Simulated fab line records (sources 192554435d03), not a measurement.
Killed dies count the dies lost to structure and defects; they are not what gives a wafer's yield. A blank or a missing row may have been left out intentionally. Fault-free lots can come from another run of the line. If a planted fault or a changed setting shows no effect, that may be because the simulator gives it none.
The tool behind it: which one? + flow n5 finfet + 24 lots with 72 wafers sampled at 4 steps, on a route of 1938 steps

## WHAT THE GAUGES READ, wafer by wafer
N5_BEOL_M5_OCD_MEAS_38.
| lot  | measured     | on     | trench depth nm (nm) |
|------|--------------|--------|----------------------|
| L074 | day 8 00:32  | ocd-01 | 69.7 72.5 72.6       |
| L075 | day 8 06:20  | ocd-02 | 72.8 69.6 73.5       |
| L076 | day 8 20:17  | ocd-02 | 72.6 71.6 69.8       |
| L077 | day 9 00:51  | ocd-02 | 72.8 73.4 71.4       |
| L078 | day 9 01:11  | ocd-01 | 69.7 72.2 69.2       |
| L079 | day 9 07:49  | ocd-02 | 70.2 67.7 71.3       |
| L080 | day 10 03:27 | ocd-02 | 73.1 72.8 73.1       |
| L081 | day 10 11:54 | ocd-02 | 68.8 73.0 71.1       |
| L083 | day 10 14:41 | ocd-02 | 67.6 70.1 69.7       |
| L082 | day 11 02:05 | ocd-01 | 73.0 72.1 71.7       |
| L085 | day 11 17:29 | ocd-01 | 70.2 70.6 70.6       |
| L084 | day 11 17:49 | ocd-02 | 72.7 71.7 71.9       |
| L086 | day 11 23:41 | ocd-02 | 74.7 72.6 71.8       |
| L089 | day 12 02:07 | ocd-01 | 70.9 71.7 72.0       |
| L087 | day 12 02:10 | ocd-02 | 75.1 72.7 71.8       |
| L088 | day 12 02:34 | ocd-02 | 72.9 73.2 73.1       |
| L090 | day 12 08:20 | ocd-02 | 72.7 73.1 73.0       |
| L091 | day 13 02:13 | ocd-02 | 71.6 70.5 69.7       |
| L092 | day 13 02:21 | ocd-01 | 72.5 75.0 72.2       |
| L093 | day 13 06:35 | ocd-02 | 73.2 73.5 72.6       |
| L094 | day 14 04:23 | ocd-02 | 73.6 70.2 72.1       |
| L095 | day 14 04:34 | ocd-01 | 73.6 72.1 72.4       |
| L096 | day 14 04:44 | ocd-02 | 68.6 68.9 69.4       |
| L097 | day 14 13:52 | ocd-02 | 72.2 72.5 72.9       |

N5_BEOL_M6_THK_MEAS_01.
| lot  | measured     | on            | M6_ILD_THK (nm)   |
|------|--------------|---------------|-------------------|
| L074 | day 8 08:13  | film metro-02 | 151.1 154.4 153.0 |
| L075 | day 8 14:08  | film metro-02 | 153.6 157.1 156.2 |
| L076 | day 9 04:18  | film metro-01 | 153.9 156.0 157.6 |
| L077 | day 9 08:49  | film metro-02 | 155.4 158.7 157.0 |
| L078 | day 9 08:56  | film metro-02 | 151.1 153.3 155.0 |
| L079 | day 9 15:17  | film metro-01 | 153.4 157.9 157.0 |
| L080 | day 10 11:55 | film metro-01 | 157.5 157.7 156.6 |
| L081 | day 10 19:52 | film metro-02 | 155.2 154.1 154.7 |
| L083 | day 10 22:18 | film metro-01 | 151.0 152.8 155.0 |
| L082 | day 11 09:31 | film metro-01 | 155.8 156.9 157.3 |
| L085 | day 12 00:46 | film metro-01 | 153.6 154.9 158.4 |
| L084 | day 12 03:44 | film metro-02 | 155.5 156.9 157.0 |
| L086 | day 12 06:58 | film metro-01 | 153.8 158.0 158.5 |
| L089 | day 12 09:20 | film metro-02 | 156.3 151.1 152.8 |
| L087 | day 12 11:05 | film metro-01 | 155.2 151.7 159.3 |
| L088 | day 12 11:31 | film metro-01 | 149.8 155.1 155.7 |
| L090 | day 12 15:52 | film metro-02 | 153.8 157.4 155.6 |
| L091 | day 13 10:48 | film metro-01 | 150.3 156.7 152.6 |
| L092 | day 13 11:28 | film metro-02 | 151.9 154.9 159.2 |
| L093 | day 13 16:19 | film metro-02 | 152.3 155.8 156.0 |
| L094 | day 14 12:04 | film metro-01 | 152.0 153.7 155.7 |
| L095 | day 14 13:05 | film metro-01 | 153.5 154.0 156.7 |
| L096 | day 14 15:44 | film metro-01 | 156.3 153.0 154.9 |
| L097 | day 14 21:44 | film metro-02 | 154.7 152.0 157.2 |

N5_BEOL_M6_INSPECT_13: inspects for defects (brightfield).
| lot  | measured     | on                | raw defect count |
|------|--------------|-------------------|------------------|
| L074 | day 8 11:05  | defect inspect-02 | 263 350 253      |
| L075 | day 8 16:11  | defect inspect-02 | 470 416 462      |
| L076 | day 9 08:56  | defect inspect-02 | 293 278 314      |
| L077 | day 9 10:23  | defect inspect-01 | 647 861 475      |
| L078 | day 9 10:37  | defect inspect-01 | 492 503 529      |
| L079 | day 9 16:49  | defect inspect-02 | 334 330 436      |
| L080 | day 10 12:58 | defect inspect-01 | 482 394 300      |
| L081 | day 10 20:58 | defect inspect-02 | 498 451 307      |
| L083 | day 11 00:04 | defect inspect-01 | 284 347 254      |
| L082 | day 11 11:29 | defect inspect-02 | 428 287 411      |
| L085 | day 12 02:43 | defect inspect-02 | 496 284 317      |
| L084 | day 12 08:33 | defect inspect-01 | 449 428 356      |
| L086 | day 12 09:16 | defect inspect-01 | 391 508 296      |
| L089 | day 12 10:20 | defect inspect-02 | 428 339 368      |
| L087 | day 12 13:02 | defect inspect-02 | 413 409 315      |
| L088 | day 12 13:17 | defect inspect-01 | 560 552 678      |
| L090 | day 12 16:50 | defect inspect-01 | 446 345 356      |
| L091 | day 13 11:27 | defect inspect-01 | 389 308 351      |
| L092 | day 13 12:13 | defect inspect-01 | 335 661 501      |
| L093 | day 13 18:29 | defect inspect-02 | 444 310 313      |
| L094 | day 14 13:29 | defect inspect-02 | 410 656 630      |
| L095 | day 14 14:15 | defect inspect-01 | 464 503 607      |
| L096 | day 14 18:02 | defect inspect-01 | 469 313 457      |
| L097 | day 14 23:26 | defect inspect-01 | 340 350 567      |

## WHAT TOOL EACH LOT RAN ON (gives the tool, then ch and the chambers of the sampled wafers, and finally the start)
| lot  | N5_BEOL_M5_ANNEAL_51             |
|------|----------------------------------|
| L074 | rtp anneal-02 ch 0, day 8 06:44  |
| L075 | rtp anneal-01 ch 0, day 8 12:43  |
| L076 | rtp anneal-02 ch 0, day 9 02:19  |
| L077 | rtp anneal-01 ch 0, day 9 07:13  |
| L078 | rtp anneal-02 ch 0, day 9 07:19  |
| L079 | rtp anneal-01 ch 0, day 9 13:47  |
| L080 | rtp anneal-02 ch 0, day 10 10:23 |
| L081 | rtp anneal-01 ch 0, day 10 18:20 |
| L083 | rtp anneal-01 ch 0, day 10 20:42 |
| L082 | rtp anneal-02 ch 0, day 11 08:00 |
| L085 | rtp anneal-01 ch 0, day 11 23:17 |
| L084 | rtp anneal-02 ch 0, day 12 02:15 |
| L086 | rtp anneal-02 ch 0, day 12 05:28 |
| L089 | rtp anneal-01 ch 0, day 12 07:53 |
| L087 | rtp anneal-02 ch 0, day 12 09:35 |
| L088 | rtp anneal-02 ch 0, day 12 10:07 |
| L090 | rtp anneal-01 ch 0, day 12 14:25 |
| L091 | rtp anneal-02 ch 0, day 13 08:52 |
| L092 | rtp anneal-02 ch 0, day 13 09:57 |
| L093 | rtp anneal-02 ch 0, day 13 14:28 |
| L094 | rtp anneal-02 ch 0, day 14 10:38 |
| L095 | rtp anneal-01 ch 0, day 14 11:34 |
| L096 | rtp anneal-02 ch 0, day 14 14:02 |
| L097 | rtp anneal-02 ch 0, day 14 20:13 |
- N5_BEOL_M5_ANNEAL_51: time 90 s.

## WHAT THE TOOLS THEMSELVES READ (means of the sampled wafers that have a number; where no wafer has one, the mark that the record gives instead)
N5_BEOL_M5_ANNEAL_51.
| lot  | tool          | wafer_temp_C_max |
|------|---------------|------------------|
| L074 | rtp anneal-02 | 226.28           |
| L075 | rtp anneal-01 | 225.57           |
| L076 | rtp anneal-02 | 226.15           |
| L077 | rtp anneal-01 | 225.94           |
| L078 | rtp anneal-02 | 225.55           |
| L079 | rtp anneal-01 | 225.82           |
| L080 | rtp anneal-02 | 226.02           |
| L081 | rtp anneal-01 | 225.75           |
| L083 | rtp anneal-01 | 225.93           |
| L082 | rtp anneal-02 | 226.23           |
| L085 | rtp anneal-01 | 225.49           |
| L084 | rtp anneal-02 | 226.04           |
| L086 | rtp anneal-02 | 225.93           |
| L089 | rtp anneal-01 | 225.86           |
| L087 | rtp anneal-02 | 226.08           |
| L088 | rtp anneal-02 | 225.96           |
| L090 | rtp anneal-01 | 225.73           |
| L091 | rtp anneal-02 | 226.08           |
| L092 | rtp anneal-02 | 226.40           |
| L093 | rtp anneal-02 | 226.15           |
| L094 | rtp anneal-02 | 226.01           |
| L095 | rtp anneal-01 | 225.78           |
| L096 | rtp anneal-02 | 225.86           |
| L097 | rtp anneal-02 | 226.10           |

## THE ANSWER, worked out from the rows above alone
Rule: the lots themselves supply what counts as usual. The widest of any qualifying gaps counts: lots, ordered by their means at a reading, are off when they make up no more than a third of the lots, leave a main group of 4 or more, and stand apart from it by 3 or more times the standard deviation of that group's means. Not used: any main group whose means are identical at the precision the tables above print for the reading. A lot without any number at a reading at which 4 lots or more have one is off too. Where the step has rows for the other lots, those lots are counted as sound. First the gauges in route order, then the tools' own readings, where a lot's mean is used as printed above. At the first step where some lot is off, the reading lying furthest off is the one used; lots without a number count as furthest.
None of the lots is off at any reading shown; this tells nothing.

## WHAT WAS PUT IN BY THE SIMULATOR
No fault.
